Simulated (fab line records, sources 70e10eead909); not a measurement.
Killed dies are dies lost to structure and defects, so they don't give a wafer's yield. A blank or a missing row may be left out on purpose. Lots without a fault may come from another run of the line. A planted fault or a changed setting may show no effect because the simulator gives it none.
fab line records | flow nand_harc
record lots=6 wafers=16 last_day=33
route steps=1302 shown A_STAIRCASE@705 END@1302
lots that met no fault: from a run of the same line without faults
start_h: hours from the record's first day to the start of the lot's first wafer shown | wait_h: hours since the lot's step before | " the same as in the row above | L1.1+2: a row that stands for several wafers | - no value, or no start given | * or withheld: withheld | < > ~ a bound
route shown NAME@n: a module of which the file shows steps, and the number in the route of the first | usual: mean/standard deviation of fault-free wafers | same: alike in all rows | chamber/n: place in a boat | sites: the reading at each site | _std_site: their standard deviation | _edge_site: outer sites' mean less inner sites' | radius_mm: how far each site lies from the wafer's centre | mask NAME#n: copy n | behind: the tool/chamber that last shaped the wafer | hold: why the lot was held/for how many hours/how that ended | device: the transistor (n, p or np) that didn't switch | end of line: the same wafers' tests at the end of the route | a step without rows: its recipe alone | killed: dies lost to structure and defects at the first sort, not the wafer's yield | map: a wafer's dies, x killed, . not, _ none there
set.NAME: the setting as run; set.NAME@STEP: as run at that earlier step | model.NAME: the simulator's own value behind a step, which no gauge read
lots at some steps of the route; a table a step, a row a wafer
services: from which hour (start_h, from the record's first day; less than 0 if before it) a tool's chamber was out of use, for how many hours, and why
## steps
# step NHARC_A_STAIRCASE_TRIM_191
# recipe time_s=211.2 o2_flow_sccm=500 ar_flow_sccm=0 bias_w=0 chemistry=O2
# usual drypump_motor_current_A=5.8/0.34 o2_flow_sccm=499.7/1.5 oes_product_au=1.000/0.011 rf_vpp_V=57.7/0.83 showerhead_plenum_p_Torr=3.49/0.16 throttle_valve_pct=17.036/0.0093
# columns lot.wafer tool chamber start_h wait_h drypump_motor_current_A o2_flow_sccm oes_product_au rf_hours_counter_h rf_vpp_V showerhead_plenum_p_Torr throttle_valve_pct
L110.3 rie_diel-13 2 - - 6.1 498.4 0.996 12 58.3 3.74 17.033
L110.2 " 3 " " 5.1 499.5 0.990 12 57.4 3.35 17.033
L110.1 " 1 " " 5.6 499.4 0.995 10 59.2 3.65 17.041
L112.2 rie_diel-03 2 - - 6.2 500.3 1.006 41 57.1 3.35 17.041
L112.1 " 3 " " 5.4 498.6 1.013 44 56.7 3.38 17.028
L112.6 " 1 " " 5.7 500.4 1.016 - 56.9 3.56 17.028
L121.4 rie_diel-03 2 - - 6.2 500.8 0.998 10 56.4 3.34 17.033
L121.5 " 1 " " 5.7 499.1 0.991 - 57.3 3.54 17.039
L119.3 rie_diel-01 0 - - 5.9 500.0 0.987 40 57.9 3.55 17.050
L119.5 " 0 " " 5.9 498.7 0.990 - 57.7 3.55 17.030
L127.2 rie_diel-03 3 - - 5.4 500.4 1.021 31 56.4 3.35 17.035
L127.1 " 0 " " 6.2 504.2 1.001 32 57.2 3.79 17.037
L127.5 " 3 " " 5.4 500.8 1.027 - 57.9 3.35 17.042
L128.4 rie_diel-03 1 - - 5.7 498.5 1.011 47 58.0 3.52 17.028
L128.1 " 2 " " 6.2 501.9 0.992 47 55.7 3.32 17.034
L128.2 " 3 " " 5.4 499.2 1.008 45 56.3 3.35 17.045
# step NHARC_A_STAIRCASE_ETCH_192
# recipe target_depth_a=1000 time_s=40.5 ion_energy_ev=400 c4f8_flow_sccm=20 o2_flow_sccm=10 ar_flow_sccm=withheld rf_w=600 bias_w=1000 chemistry=C4F8/O2
# step NHARC_A_STAIRCASE_TRIM_193
# recipe time_s=211.2 o2_flow_sccm=500 ar_flow_sccm=0 bias_w=0 chemistry=O2
# usual drypump_motor_current_A=5.8/0.34 o2_flow_sccm=499.9/1.6 oes_product_au=1.000/0.012 rf_vpp_V=57.7/0.91 showerhead_plenum_p_Torr=3.49/0.16 throttle_valve_pct=17.037/0.0088
# columns lot.wafer tool chamber start_h wait_h drypump_motor_current_A o2_flow_sccm oes_product_au rf_hours_counter_h rf_vpp_V showerhead_plenum_p_Torr throttle_valve_pct
L110.2 rie_diel-13 2 - - 6.1 498.3 0.993 12 57.9 3.74 17.031
L110.3 " 3 " " 5.1 502.5 0.991 13 57.2 3.35 17.036
L110.1 " 1 " " 5.6 500.2 1.012 10 58.0 3.65 17.047
L112.1 rie_diel-03 0 - - 6.2 499.3 1.012 42 56.2 3.28 17.028
L112.2 " 1 " " 5.7 502.3 1.016 37 57.6 3.56 17.041
L112.6 " 0 " " 6.2 498.6 1.003 - 57.2 3.28 17.032
L121.4 rie_diel-03 3 - - 5.4 502.3 1.010 12 56.8 3.37 17.030
L121.5 " 3 " " 5.4 500.3 1.008 - 57.4 3.36 17.031
L119.3 rie_diel-01 2 - - 5.9 498.6 0.997 32 56.3 3.45 17.034
L119.5 " 3 " " 6.3 495.5 0.984 - 56.4 3.32 17.028
L127.2 rie_diel-03 1 - - 5.7 502.5 1.014 31 59.8 3.53 17.021
L127.1 " 3 " " 5.4 499.7 1.022 32 56.6 3.35 17.028
L127.5 " 2 " " 6.2 499.1 0.990 - 57.2 3.32 17.031
L128.2 rie_diel-03 1 - - 5.7 499.2 1.003 47 56.6 3.52 17.040
L128.1 " 2 " " 6.2 500.3 0.991 47 58.6 3.32 17.030
L128.4 " 3 " " 5.4 498.0 1.009 45 56.0 3.35 17.046
# step NHARC_A_STAIRCASE_ETCH_194
# recipe target_depth_a=1000 time_s=40.5 ion_energy_ev=400 c4f8_flow_sccm=20 o2_flow_sccm=10 ar_flow_sccm=withheld rf_w=600 bias_w=1000 chemistry=C4F8/O2
# step NHARC_A_STAIRCASE_TRIM_196
# recipe time_s=211.2 o2_flow_sccm=500 ar_flow_sccm=0 bias_w=0 chemistry=O2
# usual drypump_motor_current_A=5.8/0.36 o2_flow_sccm=500.0/1.6 oes_product_au=0.997/0.012 rf_vpp_V=57.8/0.92 showerhead_plenum_p_Torr=3.52/0.16 throttle_valve_pct=17.036/0.0098
# columns lot.wafer tool chamber start_h wait_h drypump_motor_current_A o2_flow_sccm oes_product_au rf_hours_counter_h rf_vpp_V showerhead_plenum_p_Torr throttle_valve_pct
L110.1 rie_diel-13 2 409.57 0.1 6.1 499.8 1.011 12 57.8 3.74 17.044
L110.2 " 3 " " 5.1 498.3 1.001 13 56.4 3.35 17.032
L110.3 " 1 " " 5.6 500.9 1.006 10 58.9 3.65 17.043
L112.2 rie_diel-01 3 413.48 0.2 6.3 497.4 0.968 7 57.3 3.33 17.039
L112.1 " 2 " " 5.9 499.1 0.998 6 58.6 3.47 17.026
L112.6 " 3 " " 6.3 496.4 0.972 - 57.4 3.33 17.055
L121.4 rie_diel-13 3 504.07 0.1 5.1 500.2 0.993 52 58.0 3.33 17.040
L121.5 " 2 " " 6.1 500.9 0.990 - 57.9 3.72 17.024
L119.3 rie_diel-13 1 506.16 0.1 5.6 500.2 0.999 45 58.3 3.63 17.044
L119.5 " 1 " " 5.5 500.9 1.016 - 57.6 3.63 17.047
L127.1 rie_diel-03 1 546.14 0.1 5.7 502.2 1.013 31 57.9 3.53 17.058
L127.2 " 3 " " 5.4 500.7 1.022 32 58.5 3.35 17.034
L127.5 " 2 " " 6.2 499.5 0.984 - 55.5 3.32 17.035
L128.2 rie_diel-13 2 588.65 0.1 6.1 498.0 1.001 21 59.1 3.70 17.037
L128.4 " 3 " " 5.1 501.8 0.982 20 57.1 3.32 17.011
L128.1 " 1 " " 5.6 500.2 0.986 20 58.8 3.62 17.027
# step NHARC_A_STAIRCASE_ETCH_197
# recipe target_depth_a=1000 time_s=40.5 ion_energy_ev=400 c4f8_flow_sccm=20 o2_flow_sccm=10 ar_flow_sccm=withheld rf_w=600 bias_w=1000 chemistry=C4F8/O2
# step NHARC_A_STAIRCASE_TRIM_198
# recipe time_s=211.2 o2_flow_sccm=500 ar_flow_sccm=0 bias_w=0 chemistry=O2
# usual drypump_motor_current_A=5.8/0.36 o2_flow_sccm=500.2/1.5 oes_product_au=0.999/0.012 rf_vpp_V=57.7/0.87 showerhead_plenum_p_Torr=3.51/0.16 throttle_valve_pct=17.037/0.009
# columns lot.wafer tool chamber start_h wait_h drypump_motor_current_A o2_flow_sccm oes_product_au rf_hours_counter_h rf_vpp_V showerhead_plenum_p_Torr throttle_valve_pct
L110.1 rie_diel-13 0 - - 5.9 502.2 0.987 9 56.7 3.63 17.034
L110.3 " 1 " " 5.6 498.1 1.010 14 58.2 3.65 17.037
L110.2 " 3 " " 5.1 501.0 0.984 17 57.7 3.35 17.042
L112.2 rie_diel-01 3 - - 6.4 500.6 0.979 7 56.0 3.33 17.028
L112.1 " 0 " " 5.9 500.2 0.969 8 58.5 3.57 17.030
L112.6 " 1 " " 5.7 500.0 1.005 - 58.4 3.64 17.043
L121.4 rie_diel-13 2 - - 6.1 500.3 0.997 47 57.7 3.72 17.043
L121.5 " 1 " " 5.5 498.9 1.003 - 57.1 3.63 17.039
L119.3 rie_diel-13 1 - - 5.6 500.8 1.007 46 58.1 3.63 17.007
L119.5 " 1 " " 5.6 498.2 0.999 - 59.2 3.63 17.022
L127.2 rie_diel-03 3 - - 5.4 497.9 1.034 32 56.7 3.35 17.038
L127.1 " 1 " " 5.7 499.8 1.011 32 57.3 3.53 17.035
L127.5 " 2 " " 6.2 500.2 0.992 - 58.4 3.32 17.027
L128.2 rie_diel-13 2 - - 6.1 502.2 1.005 21 58.6 3.70 17.037
L128.4 " 3 " " 5.1 500.7 0.994 20 57.3 3.32 17.055
L128.1 " 1 " " 5.6 500.7 0.990 20 58.0 3.62 17.037
# step NHARC_A_STAIRCASE_ETCH_199
# recipe target_depth_a=1000 time_s=40.5 ion_energy_ev=400 c4f8_flow_sccm=20 o2_flow_sccm=10 ar_flow_sccm=withheld rf_w=600 bias_w=1000 chemistry=C4F8/O2
# step NHARC_A_STAIRCASE_TRIM_200
# recipe time_s=211.2 o2_flow_sccm=500 ar_flow_sccm=0 bias_w=0 chemistry=O2
# step NHARC_A_STAIRCASE_ETCH_201
# recipe target_depth_a=1000 time_s=40.5 ion_energy_ev=400 c4f8_flow_sccm=20 o2_flow_sccm=10 ar_flow_sccm=withheld rf_w=600 bias_w=1000 chemistry=C4F8/O2
# step NHARC_A_STAIRCASE_TRIM_202
# recipe time_s=211.2 o2_flow_sccm=500 ar_flow_sccm=0 bias_w=0 chemistry=O2
# usual drypump_motor_current_A=5.8/0.36 o2_flow_sccm=500.2/1.5 oes_product_au=0.999/0.012 rf_vpp_V=57.7/0.94 showerhead_plenum_p_Torr=3.50/0.16 throttle_valve_pct=17.036/0.0086
# columns lot.wafer tool chamber start_h wait_h drypump_motor_current_A o2_flow_sccm oes_product_au rf_hours_counter_h rf_vpp_V showerhead_plenum_p_Torr throttle_valve_pct
L110.3 rie_diel-13 2 - - 6.1 502.1 1.001 16 58.2 3.73 17.046
L110.1 " 3 " " 5.1 499.6 0.984 17 57.1 3.35 17.045
L110.2 " 1 " " 5.6 502.5 0.997 15 56.9 3.65 17.030
L112.1 rie_diel-01 2 - - 5.9 499.8 1.000 7 58.3 3.47 17.037
L112.2 " 1 " " 5.7 497.6 1.010 8 58.1 3.64 17.027
L112.6 " 3 " " 6.4 500.8 0.975 - 56.6 3.33 17.043
L121.4 rie_diel-13 3 - - 5.1 500.0 1.001 52 57.1 3.33 17.032
L121.5 " 3 " " 5.1 498.1 0.991 - 56.9 3.33 17.036
L119.3 rie_diel-13 0 - - 5.9 501.2 0.984 45 57.4 3.61 17.052
L119.5 " 0 " " 5.9 499.4 0.985 - 58.2 3.61 17.029
L127.1 rie_diel-03 3 - - 5.4 503.4 1.022 32 56.8 3.35 17.044
L127.2 " 0 " " 6.2 501.9 0.996 32 58.0 3.79 17.049
L127.5 " 3 " " 5.4 500.1 1.009 - 59.1 3.35 17.036
L128.4 rie_diel-13 0 - - 5.9 500.6 0.994 20 58.2 3.59 17.048
L128.1 " 1 " " 5.6 499.1 0.994 21 56.9 3.62 17.032
L128.2 " 2 " " 6.1 499.8 1.003 21 60.5 3.70 17.035
# step NHARC_A_STAIRCASE_ETCH_203
# recipe target_depth_a=1000 time_s=40.5 ion_energy_ev=400 c4f8_flow_sccm=20 o2_flow_sccm=10 ar_flow_sccm=withheld rf_w=600 bias_w=1000 chemistry=C4F8/O2
# usual oes_product_au=0.942/0.014 rf_vpp_V=895/5.9
# columns lot.wafer tool chamber start_h wait_h oes_product_au rf_hours_counter_h rf_vpp_V
L110.2 rie_diel-13 1 414.47 - 0.971 15 900
L110.3 " 2 " " 0.947 16 903
L110.1 " 3 " " 0.936 17 890
L112.1 rie_diel-01 3 415.13 - 0.922 8 889
L112.2 " 0 " " 0.924 9 896
L112.6 " 0 " " 0.926 - 897
L121.4 rie_diel-13 1 505.10 - 0.936 45 900
L121.5 " 3 " " 0.773 - 889
L119.3 rie_diel-13 2 507.16 - 0.941 48 901
L119.5 " 2 " " 0.772 - 903
L127.1 rie_diel-03 0 547.03 - 0.940 32 904
L127.2 " 1 " " 0.959 32 896
L127.5 " 2 " " 0.943 - 888
L128.1 rie_diel-13 3 589.68 - 0.917 20 889
L128.2 " 0 " " 0.932 20 897
L128.4 " 1 " " 0.920 21 899
# step NHARC_END_SORT_01
# recipe temp_c=25
# usual killed_at_array=54/21 killed_at_other=0.9/1.1 killed_at_periphery=3.5/2.5 killed_dies=58/21 killed_open=3.3/1.9 killed_short=2.6/1.8
# same gross_dies=677
# columns lot.wafer tool chamber start_h wait_h killed_at_array killed_at_other killed_at_periphery killed_dies killed_open killed_short
L121.5 prober-02 0 708.65 3.7 656 0 4 660 5 3
# killed by level:class
L121.5 A_STAIRCASE:area_etch=612 A_CHANNEL_HOLE_D1:chamber_film_flake=29 A_SLIT:chamber_film_flake=3 A_DECK1_JOINT:chamber_film_flake=2 A_CONTACT:chamber_film_flake=2 P_STI:geometric_particle:open=1 P_GATE:geometric_particle:open=1 A_CHANNEL_HOLE_D1:geometric_particle:short=1
## services
# columns tool chamber start_h hours kind
rie_diel-01 - 396.72 0.4 repair
rie_diel-13 0 401.02 - clean
rie_diel-13 1 401.02 - clean
rie_diel-13 2 401.02 - clean
rie_diel-13 3 401.02 - clean
rie_diel-13 0 401.64 10.6 repair
rie_diel-13 0 425.85 - clean
rie_diel-13 1 425.85 - clean
rie_diel-13 2 425.85 - clean
rie_diel-13 3 425.85 - clean
rie_diel-13 0 450.35 - clean
rie_diel-13 1 450.35 - clean
rie_diel-13 2 450.35 - clean
rie_diel-13 3 450.35 - clean
rie_diel-03 - 461.71 9.0 pm
rie_diel-13 0 475.33 - clean
rie_diel-13 1 485.28 3.4 repair
rie_diel-13 3 517.00 2.9 repair
rie_diel-13 2 518.14 4.1 repair
rie_diel-13 - 520.08 9.0 pm
rie_diel-01 - 557.83 9.0 pm
rie_diel-03 2 563.07 2.6 repair
rie_diel-01 2 573.91 10.4 repair
rie_diel-13 - 586.75 0.2 repair
## key
first_sign step=NHARC_A_STAIRCASE_ETCH_203 reading=oes_product_au direction=down sigmas=12 usual=0.942 struck=0.772
effect step=NHARC_END_SORT_01 reading=killed_at_array direction=up sigmas=28 usual=54 struck=656
more_kills_born_at NHARC_A_STAIRCASE_ETCH_203@rie_diel-13=612
met_at NHARC_A_STAIRCASE_ETCH_203
struck_wafers L119.5,L121.5
later_rows_left_out L119.5,L121.5
sort_left_out L119.5
tester_left_out L119,L121
onset_between 414.47 505.10
fault kind=process_parameter_drift tool=rie_diel-13 chamber=- onset_h=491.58 steps=NHARC_A_STAIRCASE_ETCH_203 channel=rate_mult offset=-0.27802 shape=step end_h=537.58 scope=struck_wafers_only
# tester_left_out: of these lots the tester's yield and bins aren't shown, on N5 and GAA mostly nor the transistor test; their killed dies are dies lost to structure and defects alone, not to doping, threshold or leakage, so they don't give the yield
# sort_left_out: the simulated sort isn't trusted on such a fault, so these wafers' sort isn't shown, and their yield isn't known
# later_rows_left_out: the simulator's readings of these wafers behind a module that went badly wrong aren't trusted and aren't shown, but for the sort
